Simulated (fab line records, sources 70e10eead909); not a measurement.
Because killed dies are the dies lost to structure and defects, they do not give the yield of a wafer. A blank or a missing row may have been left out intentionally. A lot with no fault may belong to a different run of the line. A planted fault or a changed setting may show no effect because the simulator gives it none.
Matching of chambers + flow nand harc + NHARC_A_CHANNEL_FILL_D1_ETCHBACK_20 on rie diel-12: 4 sister chambers
The step etches the open film in C4F8/O2/Ar, target depth 27 nm, time 13.5 s. 4 wafers are shown with their chamber, then 11 later ones without.

== WAFERS WITH THEIR CHAMBER ==
| wafer  | chamber | rf vpp V (V) |
|--------|---------|--------------|
| L076.2 | 2       | 975          |
| L084.4 | 3       | 973          |
| L085.6 | 0       | 970          |
| L087.1 | 1       | 983          |

== WAFERS WHOSE CHAMBER IS MISSING ==
| wafer  | rf vpp V (V) |
|--------|--------------|
| L087.3 | 972          |
| L087.4 | 969          |
| L091.3 | 983          |
| L091.5 | 983          |
| L091.6 | 968          |
| L096.2 | 968          |
| L096.3 | 976          |
| L096.4 | 985          |
| L097.1 | 969          |
| L097.3 | 973          |
| L097.6 | 983          |

== EACH ONE'S CHAMBER ==
| wafer  | from the rows above          | in truth |
|--------|------------------------------|----------|
| L087.3 | can't be placed: 3 or 0 or 2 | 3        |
| L087.4 | 0                            | 0        |
| L091.3 | 1                            | 1        |
| L091.5 | 1                            | 1        |
| L091.6 | 0                            | 0        |
| L096.2 | 0                            | 0        |
| L096.3 | can't be placed: 2 or 3      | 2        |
| L096.4 | 1                            | 1        |
| L097.1 | 0                            | 0        |
| L097.3 | can't be placed: 3 or 2      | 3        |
| L097.6 | 1                            | 1        |
Correct placement for 8 of the 11. Unplaceable from these rows: 3, with the true chamber sitting among the candidates in 3. Wrongly placed: 0.
How it was worked out, from the rows above alone: a wafer's distance from a chamber is the root of the sum, over the readings, of the square of ((its reading less the chamber's mean) divided by the reading's scatter). If the next closest chamber is less than 2 further off than the closest, the wafer can't be placed; otherwise it belongs to the closest. A chamber's mean is the mean of its shown wafers. The scatter (one wafer shown for each chamber): square how far every hidden wafer sits from the nearest shown wafer, average those squares and take the square root.
